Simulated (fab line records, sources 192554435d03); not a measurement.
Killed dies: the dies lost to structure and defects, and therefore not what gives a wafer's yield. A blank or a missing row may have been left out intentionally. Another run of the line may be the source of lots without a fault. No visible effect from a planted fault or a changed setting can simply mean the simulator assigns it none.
Which tool is to blame?	flow n5Finfet	12 lots, 36 wafers sampled, at 2 steps of a route of 1938

## WHAT THE GAUGES READ, wafer by wafer
N5_BEOL_M4_CD_MEAS_35: target cd 18 nm, target cd y 22.4 nm.
lot	measured	on	cdNm (nm)
L076	day 10 04:13	cdSem-02	18.1 18.3 18.3
L075	day 10 22:07	cdSem-02	17.7 17.5 18.2
L079	day 11 04:04	cdSem-03	18.2 18.0 17.9
L081	day 12 01:42	cdSem-01	18.0 17.8 17.9
L083	day 12 08:53	cdSem-01	17.7 18.0 17.8
L085	day 12 18:53	cdSem-01	18.5 17.7 17.7
L086	day 13 15:41	cdSem-02	17.7 17.7 18.1
L089	day 13 21:11	cdSem-03	17.9 18.4 18.3
L092	day 14 11:35	cdSem-02	17.7 17.2 17.6
L093	day 14 19:37	cdSem-03	17.9 18.0 17.2
L095	day 15 03:57	cdSem-02	18.0 17.9 18.0
L097	day 15 07:25	cdSem-03	18.1 17.7 17.7

## WHICH TOOL RAN EACH LOT (tool, then ch and the chambers of the sampled wafers, then the start)
lot	N5_BEOL_M4_STRIP_97
L076	rieDiel-03 ch 0,1, day 10 04:13 or earlier
L075	rieDiel-04 ch 1,2, day 10 22:07 or earlier
L079	rieDiel-01 ch 2,3, day 11 04:04 or earlier
L081	rieDiel-03 ch 1,2,3, day 12 01:42 or earlier
L083	rieDiel-04 ch 0,2, day 12 08:53 or earlier
L085	rieDiel-04 ch 1,2,3, day 12 18:53 or earlier
L086	rieDiel-01 ch 1,2,3, day 13 15:41 or earlier
L089	rieDiel-03 ch 1,2, day 13 21:11 or earlier
L092	rieDiel-01 ch 0,1,2, day 14 11:35 or earlier
L093	rieDiel-01 ch 0,1,2, day 14 19:37 or earlier
L095	rieDiel-04 ch 0,1, day 15 03:57 or earlier
L097	rieDiel-04 ch 0,3, day 15 07:25 or earlier
- N5_BEOL_M4_STRIP_97: strips in N2/H2, time 10 s.

## THE ANSWER, worked out from the rows above alone
Rule: the usual values come from the lots themselves. The widest of any qualifying gaps counts: lots, ordered by their means at a reading, are off when they make up no more than a third of the lots, leave a main group of 4 or more, and stand apart from it by 3 or more times the standard deviation of that group's means. A main group whose means are all the same, to the digits that the tables above print for the reading, isn't used. A lot without any number at a reading at which 4 lots or more have one is off too. The other lots that the step has rows for count as sound.
No lot is off on any of the readings shown, so nothing can be concluded from this.

## WHAT THE SIMULATOR PUT IN
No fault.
